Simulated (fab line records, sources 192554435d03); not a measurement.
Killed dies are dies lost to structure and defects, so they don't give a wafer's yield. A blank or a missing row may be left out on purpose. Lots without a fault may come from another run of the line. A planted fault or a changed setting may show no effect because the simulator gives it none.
Chamber matching | flow n5_finfet | N5_BEOL_M6_CURE_74 on uv_cure-02: 3 sister chambers
The step cures SiCOH lowk, time 240 s. 3 wafers are shown with their chamber, then 7 later ones without.

WAFERS WITH THEIR CHAMBER
wafer  | chamber | wafer_temp_C_max
L075.5 | 2       | 386.4
L079.4 | 1       | 386.0
L083.3 | 0       | 387.9

WAFERS WITHOUT THEIR CHAMBER
wafer  | wafer_temp_C_max
L083.6 | 387.5
L088.1 | 386.4
L088.2 | 386.2
L088.5 | 385.9
L092.1 | 386.6
L092.2 | 386.9
L092.5 | 387.0

WHICH CHAMBER EACH WENT THROUGH
wafer  | from the rows above          | in truth
L083.6 | can't be placed: 0 or 2      | 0
L088.1 | can't be placed: 2 or 1      | 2
L088.2 | can't be placed: 1 or 2      | 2
L088.5 | can't be placed: 1 or 2      | 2
L092.1 | can't be placed: 2 or 1      | 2
L092.2 | can't be placed: 2 or 1 or 0 | 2
L092.5 | can't be placed: 2 or 0 or 1 | 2
Placed correctly: 0 of 7. Can't be placed from these rows: 7 (the true chamber is among the candidates in 7). Placed wrongly: 0.
How it was worked out, from the rows above alone: a wafer's distance from a chamber is the root of the sum, over the readings, of the square of ((its reading less the chamber's mean) divided by the reading's scatter). The wafer belongs to the nearest chamber; if the next one is less than 2 further off, it can't be placed. A chamber's mean is the mean of its shown wafers. The scatter: with one shown wafer a chamber, the root of the mean of the squares of how far each hidden wafer lies from its nearest shown one.
